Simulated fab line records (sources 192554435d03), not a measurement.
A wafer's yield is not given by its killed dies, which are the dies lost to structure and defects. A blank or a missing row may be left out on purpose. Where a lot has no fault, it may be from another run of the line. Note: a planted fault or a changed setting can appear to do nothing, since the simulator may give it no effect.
Comparing a struck lot with a sound one :: flow n5 finfet :: 17 out of 1938 route steps
Sound: the wafers L377.2, L377.4, L377.5. Wafers L393.2, L393.4 were the ones struck. At the end, the cause is stated.
Each step with rows lists, per side, the tool, then ch with its chambers, then its first start. Under that, the readings that differ: sound wafers :: struck wafers :: difference of the means :: sigmas: that difference in standard deviations of wafers without a fault.
alike: readings whose means differ by less than 2 such deviations, and words and numbers that are the same on both sides. not compared: withheld readings, readings that some wafer has no value for, bounds like >300 that may hide the same value, and numbers for which the record gives no deviation and whose values overlap.
A row with sigmas, a row that says differs or no value, or rows on one side alone: a step with any of these is where the two part. Numbers that have no deviation but don't overlap get no sigmas and don't part them. Lack of a reading on every wafer of one side parts them only where that side has two or more wafers.

first, 9 steps without rows for these wafers: N5_MOL_CONTACT_COAG_DEVELOP_39 (develop time 30 s); N5_MOL_CONTACT_COAG_DESCUM_45 (chemistry O2, time 7 s); N5_MOL_CONTACT_COAG_ETCH_65 (etches underlayer in N2/H2, target depth 13 nm, time 10.4 s); N5_MOL_CONTACT_COAG_ETCH_66 (etches SiARC in CF4, target depth 13 nm, time 21.7 s); N5_MOL_CONTACT_COAG_ALD_133 (deposits SiO2, target thk 5 nm, pulse time 1 s, co reactant pulse time 1 s); N5_MOL_CONTACT_COAG_ETCHBACK_134 (etches SiO2 in CHF3, target depth 10 nm, time 6.7 s); N5_MOL_CONTACT_COAG_ETCH_67 (etches SOC in N2/H2, target depth 60 nm, overetch 21 nm, time 101.2 s); N5_MOL_CONTACT_COAG_STRIP_68 (strips in N2/H2); N5_MOL_CONTACT_COAG_STRIP_69 (strips in N2/H2).
N5_MOL_CONTACT_COAG_ETCHBACK_136: etches SiO2 in CHF3, target depth 25 nm, time 16.7 s.
  sound on rie diel-05 ch 1,3, day 6 09:14; struck on rie diel-05 ch 1, day 10 02:09
reading: oes product au (a.u.)
sound: 0.71 0.72 0.71
struck: 0.49 0.50
difference: -0.22
sigmas: -3

reading: model.SOC_of_MOL_CONTACT_COAG_COAT_62.thk nm (nm)
sound: 57.4 57.2 57
struck: 58.4 58.6
difference: +1.3
sigmas: 
  alike: drypump motor current A, oes_f_703_au, rf vpp V, showerhead plenum p Torr, throttle valve pct
  not compared: rf hours counter h
then, 1 step without rows for these wafers: N5_MOL_CONTACT_COAG_STRIP_120 (strips in CHF3).
N5_MOL_CONTACT_COAG_VIA_ETCH_117: etches SiO2 in C4F6/O2, target depth 40 nm, overetch 8 nm, time 26 s.
  sound on rie diel-05 ch 1,3, day 6 09:16; struck on rie diel-05 ch 1, day 10 02:11
reading: model.etch.depth nm (nm)
sound: 41.11 40.03 40.12
struck: 45.53 45.57
difference: +5.13
sigmas: 

reading: model.MOL_CONTACT_COAG.feature depth nm (nm)
sound: 41.2 40 40.2
struck: 45.6 45.6
difference: +5.1
sigmas: 
  alike: drypump motor current A, oes_f_703_au, oes product au, rf vpp V, showerhead plenum p Torr, throttle valve pct
  not compared: rf hours counter h
N5_MOL_CONTACT_COAG_ETCH_124: etches SiNx in CH3F/O2, stops on SiOC, target depth 6.5 nm.
  sound on rie diel-05 ch 1,3, day 6 09:17; struck on rie diel-05 ch 1, day 10 02:13
reading: oes product au (a.u.)
sound: 0.62 0.61 0.61
struck: 0.26 0.27
difference: -0.35
sigmas: -5
  alike: drypump motor current A, oes_f_703_au, rf vpp V, showerhead plenum p Torr, throttle valve pct
  not compared: rf hours counter h
N5_MOL_CONTACT_COAG_ETCH_48: etches SiOC in C4F6/O2, target depth 15 nm, overetch 4.5 nm, time 17 s.
  sound on rie diel-05 ch 1,3, day 6 09:20; struck on rie diel-05 ch 1, day 10 02:15
reading: oes product au (a.u.)
sound: 0.60 0.54 0.58
struck: 0.26 0.26
difference: -0.31
sigmas: -4

reading: model.SOC_of_MOL_CONTACT_COAG_COAT_62.thk nm (nm)
sound: 46.6 45.6 45.4
struck: 47.6 47.8
difference: +1.8
sigmas: 
  alike: drypump motor current A, oes_f_703_au, rf vpp V, showerhead plenum p Torr, throttle valve pct
  not compared: rf hours counter h
then, 1 step without rows for these wafers: N5_MOL_CONTACT_COAG_STRIP_72 (strips in N2/H2).
N5_BEOL_M4_RC_MEAS_101:
  the record has rows for the sound wafers here (prober-01 ch 0, day 9 15:09) and none for the struck ones
-- here the record skips 8 days between the struck wafers' starts before and after, leaving off in module BEOL_M4 and picking up in module PASSIVATION (first step shown: number 1936 of the route) --
N5_PASSIVATION_PROBE_49:
  sound on prober-01, day 14 12:43; struck on prober-02, day 18 04:11
reading: defect limited yield (%)
sound: 90.6 92.5 92.3
struck: 0 0
difference: -92
sigmas: -66

reading: killed at contacts
sound: 10 5 11
struck: 1095 1092
difference: +1085
sigmas: +99 or more

reading: killed dies
sound: 111 88 91
struck: 1180 1180
difference: +1083
sigmas: +68

reading: killed on rim
sound: 11 8 12
struck: 152 152
difference: +142
sigmas: +35

reading: sort_bin_5_function (%)
sound: 5.6 4.2 4.2
struck: 96.3 96.2
difference: +91.6
sigmas: +99 or more

reading: sort n pass
sound: 1069 1092 1089
struck: 0 0
difference: -1083
sigmas: -64

reading: sort yield pct (%)
sound: 90.6 92.5 92.3
struck: 0 0
difference: -92
sigmas: -66
  alike: killed_at_M0_to_M3, killed_at_M4_up, killed at front end, killed at other, killed open, killed short, sort_bin_6_memory

WHERE THEY PART
Earliest at N5_MOL_CONTACT_COAG_ETCHBACK_136; latest, in this record, at N5_PASSIVATION_PROBE_49.

WHY: what the simulator had put in
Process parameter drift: rie diel-05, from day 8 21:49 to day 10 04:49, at N5_MOL_CONTACT_COAG_ETCHBACK_136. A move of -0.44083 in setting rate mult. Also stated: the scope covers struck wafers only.
